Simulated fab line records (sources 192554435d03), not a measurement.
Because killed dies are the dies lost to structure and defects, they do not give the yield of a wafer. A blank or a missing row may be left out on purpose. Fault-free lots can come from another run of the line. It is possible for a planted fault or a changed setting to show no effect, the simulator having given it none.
Split-lot experiment / flow n5-finfet / route with 1938 steps; 7 lots, 21 wafers read

== THE SPLIT ITSELF ==
At N5_DUMMY_GATE_PECVD_30 (deposits SiO2 from TEOS/O2, target thk 55 nm, time 10.8 s), the setting time-s was moved away from the recipe's 10.8 s on 7 of the 21 wafers read, by -6.1% to +14.5%. For the rest of the wafers, this setting stayed at what the recipe calls for.

== FROM THE SPLIT TO THE READING: what the file shows between them, 5 steps ==
- N5_DUMMY_GATE_COAT_34: time 60 s, resist thk 60 nm
- N5_DUMMY_GATE_COAT_35: time 60 s, resist thk 10 nm
- N5_DUMMY_GATE_ETCH_31: etches SiO2 in C4F6/O2, target depth 82.5 nm, time 27.5 s
- N5_DUMMY_GATE_STRIP_41: strips in O2
- N5_DUMMY_GATE_HM_OPEN_21: chemistry CH3F/O2, target SiNx, target depth 120 nm, time 171.4 s

== THE READING ==
SiO2_of_DUMMY_GATE_PECVD_30.thk-nm (the simulator's own value, which no gauge read), in nm, at N5_DUMMY_GATE_ETCH_32 (etches SiO2 in CF4, target depth 3.5 nm, time 3.9 s). There is no usual value for it anywhere in the file. Average 41.7 nm, standard deviation 0.57 nm, over the 14 wafers here run with the recipe.

wafer=L076.1; tool, chamber at the split=pecvd-03, 2; time-s as run, s=10.14; against the recipe=-6.1%; SiO2_of_DUMMY_GATE_PECVD_30.thk-nm, nm=38.4; against lot-mates on the recipe=no lot-mate on the recipe
wafer=L076.2; tool, chamber at the split=pecvd-03, 1,0; time-s as run, s=10.14; against the recipe=-6.1%; SiO2_of_DUMMY_GATE_PECVD_30.thk-nm, nm=38.2; against lot-mates on the recipe=no lot-mate on the recipe
wafer=L076.6; tool, chamber at the split=pecvd-03, 1,0; time-s as run, s=10.14; against the recipe=-6.1%; SiO2_of_DUMMY_GATE_PECVD_30.thk-nm, nm=38.6; against lot-mates on the recipe=no lot-mate on the recipe
wafer=L080.1; tool, chamber at the split=pecvd-03, 1; time-s as run, s=10.8; against the recipe=recipe; SiO2_of_DUMMY_GATE_PECVD_30.thk-nm, nm=42.2; against lot-mates on the recipe=-
wafer=L080.2; tool, chamber at the split=pecvd-03, 2; time-s as run, s=10.8; against the recipe=recipe; SiO2_of_DUMMY_GATE_PECVD_30.thk-nm, nm=40.8; against lot-mates on the recipe=-
wafer=L080.4; tool, chamber at the split=pecvd-03, 1; time-s as run, s=10.8; against the recipe=recipe; SiO2_of_DUMMY_GATE_PECVD_30.thk-nm, nm=42; against lot-mates on the recipe=-
wafer=L082.1; tool, chamber at the split=pecvd-01, 1,0; time-s as run, s=10.8; against the recipe=recipe; SiO2_of_DUMMY_GATE_PECVD_30.thk-nm, nm=41.6; against lot-mates on the recipe=-
wafer=L082.2; tool, chamber at the split=pecvd-01, 0; time-s as run, s=10.8; against the recipe=recipe; SiO2_of_DUMMY_GATE_PECVD_30.thk-nm, nm=40.8; against lot-mates on the recipe=-
wafer=L082.6; tool, chamber at the split=pecvd-01, 1,0; time-s as run, s=10.8; against the recipe=recipe; SiO2_of_DUMMY_GATE_PECVD_30.thk-nm, nm=41.2; against lot-mates on the recipe=-
wafer=L084.2; tool, chamber at the split=pecvd-03, 0; time-s as run, s=10.8; against the recipe=recipe; SiO2_of_DUMMY_GATE_PECVD_30.thk-nm, nm=41; against lot-mates on the recipe=-
wafer=L084.3; tool, chamber at the split=pecvd-03, 1; time-s as run, s=12.36; against the recipe=+14.4%; SiO2_of_DUMMY_GATE_PECVD_30.thk-nm, nm=49.4; against lot-mates on the recipe=+8.4
wafer=L084.5; tool, chamber at the split=pecvd-03, 2; time-s as run, s=12.36; against the recipe=+14.4%; SiO2_of_DUMMY_GATE_PECVD_30.thk-nm, nm=49.6; against lot-mates on the recipe=+8.6
wafer=L089.2; tool, chamber at the split=pecvd-03, 1; time-s as run, s=12.37; against the recipe=+14.5%; SiO2_of_DUMMY_GATE_PECVD_30.thk-nm, nm=49.6; against lot-mates on the recipe=+7.2
wafer=L089.5; tool, chamber at the split=pecvd-03, 1; time-s as run, s=12.37; against the recipe=+14.5%; SiO2_of_DUMMY_GATE_PECVD_30.thk-nm, nm=50.4; against lot-mates on the recipe=+8.0
wafer=L089.6; tool, chamber at the split=pecvd-03, 0; time-s as run, s=10.8; against the recipe=recipe; SiO2_of_DUMMY_GATE_PECVD_30.thk-nm, nm=42.4; against lot-mates on the recipe=-
wafer=L093.2; tool, chamber at the split=pecvd-03, 2,0; time-s as run, s=10.8; against the recipe=recipe; SiO2_of_DUMMY_GATE_PECVD_30.thk-nm, nm=41.8; against lot-mates on the recipe=-
wafer=L093.3; tool, chamber at the split=pecvd-03, 2,0; time-s as run, s=10.8; against the recipe=recipe; SiO2_of_DUMMY_GATE_PECVD_30.thk-nm, nm=41.6; against lot-mates on the recipe=-
wafer=L093.4; tool, chamber at the split=pecvd-03, 1; time-s as run, s=10.8; against the recipe=recipe; SiO2_of_DUMMY_GATE_PECVD_30.thk-nm, nm=42.8; against lot-mates on the recipe=-
wafer=L095.4; tool, chamber at the split=pecvd-01, 2,0; time-s as run, s=10.8; against the recipe=recipe; SiO2_of_DUMMY_GATE_PECVD_30.thk-nm, nm=41.8; against lot-mates on the recipe=-
wafer=L095.5; tool, chamber at the split=pecvd-01, 2,0; time-s as run, s=10.8; against the recipe=recipe; SiO2_of_DUMMY_GATE_PECVD_30.thk-nm, nm=41.8; against lot-mates on the recipe=-
wafer=L095.6; tool, chamber at the split=pecvd-01, 1; time-s as run, s=10.8; against the recipe=recipe; SiO2_of_DUMMY_GATE_PECVD_30.thk-nm, nm=42; against lot-mates on the recipe=-
When a row names more than one chamber, that row covers several wafers, and the file does not tell which wafer ran in which chamber.

FIT RESULTS
A straight line over all 21 wafers: SiO2_of_DUMMY_GATE_PECVD_30.thk-nm changes by +0.553 nm for each +1% of time-s; r = +0.99; the points scatter about the line by 0.52 nm.
The same after taking each lot's own level away (the mean of its wafers on the recipe; 18 wafers): +0.555 nm for each +1%; r = +0.99; scatter 0.47 nm.
Per that fit: largest time-s move, reading shift of 8.1 nm.
Measured against the standard deviation above, the lots' own levels, which go from 41.00 to 42.40 nm, span 2.5 times it.
The two slopes agree, so the slope changes little with the lot-to-lot level.
Check: for one of the wafers moved furthest among these (+14.5%), held out of the fit, the line's prediction against its lot-mates is +8.37 nm. Against them it came out at +7.2 nm.

== THE WHOLE CHAIN: every reading that the file lists as answering this split, in the file's order ==
step=N5_DUMMY_GATE_PECVD_30; what it does=deposits SiO2 from TEOS/O2, target thk 55 nm, time 10.8 s; reading=SiO2_of_DUMMY_GATE_PECVD_30.thk-nm (the simulator's own value, which no gauge read); change (the file's fit)=+0.552 nm for each +1% of the setting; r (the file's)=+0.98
step=N5_DUMMY_GATE_HM_OPEN_21; what it does=chemistry CH3F/O2, target SiNx, target depth 120 nm, time 171.4 s; reading=SiO2_of_DUMMY_GATE_PECVD_30.thk-nm (the simulator's own value, which no gauge read); change (the file's fit)=+0.569 nm for each +1% of the setting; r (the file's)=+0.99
step=N5_DUMMY_GATE_ETCH_32; what it does=etches SiO2 in CF4, target depth 3.5 nm, time 3.9 s; reading=SiO2_of_DUMMY_GATE_PECVD_30.thk-nm (the simulator's own value, which no gauge read); change (the file's fit)=+0.555 nm for each +1% of the setting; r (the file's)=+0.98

== FILE'S OWN FIT ==
SiO2_of_DUMMY_GATE_PECVD_30.thk-nm changes by +0.555 nm for each +1% of time-s, r = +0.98.
